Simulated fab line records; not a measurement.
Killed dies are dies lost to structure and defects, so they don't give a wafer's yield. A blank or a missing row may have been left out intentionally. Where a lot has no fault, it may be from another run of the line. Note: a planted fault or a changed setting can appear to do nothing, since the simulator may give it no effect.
Chamber matching    flow nandHarc    4 sister chambers for NHARC_A_WL_FILL_ETCHBACK_26 on rieSi-04
The step etches the open film in HBr, target depth 52 nm, time 13.3 s. 8 wafers are shown with their chamber, then 10 later ones without.

## WAFERS, EACH WITH ITS CHAMBER
wafer   chamber  oesProductAu (a.u.)  throttleValvePct (%)
L082.1  1        0.992                23.269
L085.3  3        0.999                23.261
L085.6  0        0.995                23.270
L088.2  2        1.003                23.262
L088.3  0        0.990                23.257
L088.5  2        0.992                23.277
L090.2  1        1.002                23.267
L090.5  3        1.001                23.274

## WAFERS WHOSE CHAMBER IS MISSING
wafer   oesProductAu (a.u.)  throttleValvePct (%)
L090.6  1.002                23.262
L091.2  0.995                23.267
L091.4  0.995                23.264
L091.6  0.991                23.267
L095.2  1.001                23.265
L095.5  0.995                23.261
L095.6  0.996                23.271
L096.1  1.000                23.280
L096.3  1.004                23.256
L096.4  0.999                23.265

## WHICH CHAMBER EACH ONE RAN IN
wafer   from the rows above                in truth
L090.6  can't be placed: 3 or 1 or 2 or 0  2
L091.2  can't be placed: 1 or 2 or 0 or 3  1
L091.4  can't be placed: 0 or 1 or 2 or 3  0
L091.6  can't be placed: 0 or 1 or 2 or 3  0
L095.2  can't be placed: 3 or 1 or 2 or 0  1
L095.5  can't be placed: 0 or 1 or 2 or 3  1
L095.6  can't be placed: 2 or 1 or 3 or 0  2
L096.1  can't be placed: 2 or 3 or 1 or 0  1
L096.3  can't be placed: 3 or 1 or 2 or 0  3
L096.4  can't be placed: 3 or 1 or 2 or 0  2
Correct placement for 0 of the 10. Unplaceable from these rows: 10, with the true chamber sitting among the candidates in 10. Number placed wrongly: 0.
How it was worked out, from the rows above alone: a wafer's distance from a chamber is the root of the sum, over the readings, of the square of ((its reading less the chamber's mean) divided by the reading's scatter). If the next closest chamber is less than 2 further off than the closest, the wafer can't be placed; otherwise it belongs to the closest. Each chamber's mean is taken over the wafers shown for it. How the scatter is found: for the shown wafers, subtract from each reading the mean of its chamber, square and add these, divide the total by (wafers less chambers), then take the root.
